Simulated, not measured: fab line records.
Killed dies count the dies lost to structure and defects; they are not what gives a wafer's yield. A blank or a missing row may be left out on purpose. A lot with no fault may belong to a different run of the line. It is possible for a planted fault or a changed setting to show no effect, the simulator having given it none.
fab line records / flow n5-finfet
record lots=7 wafers=21
route steps=1938 shown MIM_BOT_ETCH@1866 PASS1_CAP@1874
start-h: the number of hours between the record's first day and the start of the first shown wafer of the lot / wait-h: how many hours have passed since the lot's step before this one / " same as the row above / L1.1+2: several wafers, shown together as one row / - no value, or no start was given / * or withheld: withheld / < > ~ a bound
route shown NAME@n: names a module that has steps shown in the file, with the first one's number in the route / usual: mean and standard deviation over wafers with no fault / same: alike in all rows / chamber/n: place in a boat / sites: readings site by site / _std_site: the values' standard deviation / _edge_site: inner sites' mean taken away from outer sites' mean / radius-mm: how far each site lies from the wafer's centre / mask NAME#n: copy n / behind: the tool/chamber that last shaped the wafer / hold: cause of the lot's hold/its duration in hours/its outcome / device: names the non-switching transistor (n, p or np) / end of line: the same wafers' tests at the end of the route / step lacking rows: just its recipe / killed: not the wafer's yield, but the dies lost to structure and defects at the first sort / map: a wafer's dies, marking killed ones x, the rest . and places with no die _
set.NAME: the setting that was run; set.NAME@STEP: the one run at that earlier step / model.NAME: the simulator's own value behind a step, which no gauge read
one table per step and one row per wafer, for lots whose settings were changed on purpose
## steps
# step N5_MIM_BOT_ETCH_ETCH_04
# recipe chemistry=CF4/O2 target=SiNx target-depth-a=260 time-s=13 ion-energy-ev=100 pressure-mtorr=40 source-w=535 bias-w=49 Ar_flow_sccm=100 cf4-flow-sccm=100 O2_flow_sccm=10
lot.wafer=L075.1 tool=rie-diel-03 chamber=0 start-h=265.28 wait-h=0.0 set.time-s=13 model.etch.depth-nm=25.1
lot.wafer=L075.2 tool=rie-diel-03 chamber=2 start-h=265.28 wait-h=0.0 set.time-s=15.56 model.etch.depth-nm=32.54
lot.wafer=L075.5 tool=rie-diel-03 chamber=3 start-h=265.28 wait-h=0.0 set.time-s=13 model.etch.depth-nm=25.04
lot.wafer=L081.1 tool=rie-diel-04 chamber=3 start-h=295.79 wait-h=0.0 set.time-s=13 model.etch.depth-nm=26.73
lot.wafer=L081.2 tool=rie-diel-04 chamber=2 start-h=295.79 wait-h=0.0 set.time-s=13 model.etch.depth-nm=27.75
lot.wafer=L081.5 tool=rie-diel-04 chamber=3 start-h=295.79 wait-h=0.0 set.time-s=13 model.etch.depth-nm=26.71
lot.wafer=L084.1 tool=rie-diel-01 chamber=0 start-h=316.18 wait-h=0.0 set.time-s=13 model.etch.depth-nm=26.37
lot.wafer=L084.3 tool=rie-diel-01 chamber=2 start-h=316.18 wait-h=0.0 set.time-s=13 model.etch.depth-nm=25.83
lot.wafer=L084.6 tool=rie-diel-01 chamber=0 start-h=316.18 wait-h=0.0 set.time-s=13 model.etch.depth-nm=25.97
lot.wafer=L089.3 tool=rie-diel-01 chamber=2 start-h=354.25 wait-h=0.0 set.time-s=13 model.etch.depth-nm=25.88
lot.wafer=L089.5 tool=rie-diel-01 chamber=2 start-h=354.25 wait-h=0.0 set.time-s=14.7 model.etch.depth-nm=29.28
lot.wafer=L089.6 tool=rie-diel-01 chamber=1 start-h=354.25 wait-h=0.0 set.time-s=13 model.etch.depth-nm=26.67
lot.wafer=L092.3 tool=rie-diel-04 chamber=2 start-h=362.98 wait-h=0.0 set.time-s=13 model.etch.depth-nm=27.87
lot.wafer=L092.4 tool=rie-diel-04 chamber=1 start-h=362.98 wait-h=0.0 set.time-s=13 model.etch.depth-nm=25.88
lot.wafer=L092.5 tool=rie-diel-04 chamber=3 start-h=362.98 wait-h=0.0 set.time-s=13 model.etch.depth-nm=26.99
lot.wafer=L094.1 tool=rie-diel-04 chamber=0 start-h=380.22 wait-h=0.0 set.time-s=13 model.etch.depth-nm=25.12
lot.wafer=L094.3 tool=rie-diel-04 chamber=1 start-h=380.22 wait-h=0.0 set.time-s=13 model.etch.depth-nm=25.88
lot.wafer=L094.6 tool=rie-diel-04 chamber=1 start-h=380.22 wait-h=0.0 set.time-s=11.53 model.etch.depth-nm=23.04
lot.wafer=L096.1 tool=rie-diel-04 chamber=1 start-h=393.87 wait-h=0.0 set.time-s=13 model.etch.depth-nm=25.95
lot.wafer=L096.3 tool=rie-diel-04 chamber=0 start-h=393.87 wait-h=0.0 set.time-s=13 model.etch.depth-nm=25.42
lot.wafer=L096.6 tool=rie-diel-04 chamber=1 start-h=393.87 wait-h=0.0 set.time-s=13 model.etch.depth-nm=25.73
# step N5_PASSIVATION_PECVD_01
# recipe material=SiNx target-thk-a=2000 temp-c=400 precursor=SiH4/NH3/N2 pressure-torr=4.9 rf-w=1406 time-s=43.2
lot.wafer=L075.1 tool=pecvd-04 chamber=0 start-h=266.25 wait-h=0.0 set.time-s=43.2 model.SiNx_of_PASSIVATION_PECVD_01.thk-nm=199.4
lot.wafer=L075.2 tool=pecvd-04 chamber=2 start-h=266.25 wait-h=0.0 set.time-s=43.2 model.SiNx_of_PASSIVATION_PECVD_01.thk-nm=198.6
lot.wafer=L075.5 tool=pecvd-04 chamber=2 start-h=266.25 wait-h=0.0 set.time-s=47.61 model.SiNx_of_PASSIVATION_PECVD_01.thk-nm=225
lot.wafer=L081.1 tool=pecvd-03 chamber=1 start-h=297.21 wait-h=0.0 set.time-s=43.2 model.SiNx_of_PASSIVATION_PECVD_01.thk-nm=199.4
lot.wafer=L081.2 tool=pecvd-03 chamber=0 start-h=297.21 wait-h=0.0 set.time-s=43.2 model.SiNx_of_PASSIVATION_PECVD_01.thk-nm=199.6
lot.wafer=L081.5 tool=pecvd-03 chamber=1 start-h=297.21 wait-h=0.0 set.time-s=43.2 model.SiNx_of_PASSIVATION_PECVD_01.thk-nm=202.8
lot.wafer=L084.1 tool=pecvd-03 chamber=2 start-h=317.22 wait-h=0.0 set.time-s=43.2 model.SiNx_of_PASSIVATION_PECVD_01.thk-nm=196.8
lot.wafer=L084.3 tool=pecvd-03 chamber=0 start-h=317.22 wait-h=0.0 set.time-s=43.2 model.SiNx_of_PASSIVATION_PECVD_01.thk-nm=198.4
lot.wafer=L084.6 tool=pecvd-03 chamber=1 start-h=317.22 wait-h=0.0 set.time-s=43.2 model.SiNx_of_PASSIVATION_PECVD_01.thk-nm=202.6
lot.wafer=L089.3 tool=pecvd-03 chamber=0 start-h=355.20 wait-h=0.0 set.time-s=48.88 model.SiNx_of_PASSIVATION_PECVD_01.thk-nm=225.6
lot.wafer=L089.5 tool=pecvd-03 chamber=2 start-h=355.20 wait-h=0.0 set.time-s=43.2 model.SiNx_of_PASSIVATION_PECVD_01.thk-nm=200.8
lot.wafer=L089.6 tool=pecvd-03 chamber=1 start-h=355.20 wait-h=0.0 set.time-s=43.2 model.SiNx_of_PASSIVATION_PECVD_01.thk-nm=206.2
lot.wafer=L092.3 tool=pecvd-03 chamber=0 start-h=363.84 wait-h=0.0 set.time-s=48.67 model.SiNx_of_PASSIVATION_PECVD_01.thk-nm=224.6
lot.wafer=L092.4 tool=pecvd-03 chamber=1 start-h=363.84 wait-h=0.0 set.time-s=43.2 model.SiNx_of_PASSIVATION_PECVD_01.thk-nm=200.8
lot.wafer=L092.5 tool=pecvd-03 chamber=2 start-h=363.84 wait-h=0.0 set.time-s=48.67 model.SiNx_of_PASSIVATION_PECVD_01.thk-nm=222.2
lot.wafer=L094.1 tool=pecvd-03 chamber=1 start-h=381.08 wait-h=0.0 set.time-s=48.51 model.SiNx_of_PASSIVATION_PECVD_01.thk-nm=221.8
lot.wafer=L094.3 tool=pecvd-03 chamber=0 start-h=381.08 wait-h=0.0 set.time-s=43.2 model.SiNx_of_PASSIVATION_PECVD_01.thk-nm=199.8
lot.wafer=L094.6 tool=pecvd-03 chamber=2 start-h=381.08 wait-h=0.0 set.time-s=48.51 model.SiNx_of_PASSIVATION_PECVD_01.thk-nm=222.6
lot.wafer=L096.1 tool=pecvd-04 chamber=0 start-h=394.80 wait-h=0.0 set.time-s=49.34 model.SiNx_of_PASSIVATION_PECVD_01.thk-nm=227.8
lot.wafer=L096.3 tool=pecvd-04 chamber=2 start-h=394.80 wait-h=0.0 set.time-s=49.34 model.SiNx_of_PASSIVATION_PECVD_01.thk-nm=228
lot.wafer=L096.6 tool=pecvd-04 chamber=0 start-h=394.80 wait-h=0.0 set.time-s=43.2 model.SiNx_of_PASSIVATION_PECVD_01.thk-nm=202.4
## key
split step=N5_MIM_BOT_ETCH_ETCH_04 setting=time-s stated=13 by=wafer
response step=N5_MIM_BOT_ETCH_ETCH_04 reading=model.etch.depth-nm change=+0.312 per=1% r=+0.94
split step=N5_PASSIVATION_PECVD_01 setting=time-s stated=43.2 by=wafer
response step=N5_PASSIVATION_PECVD_01 reading=model.SiNx_of_PASSIVATION_PECVD_01.thk-nm change=+1.87 per=1% r=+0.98
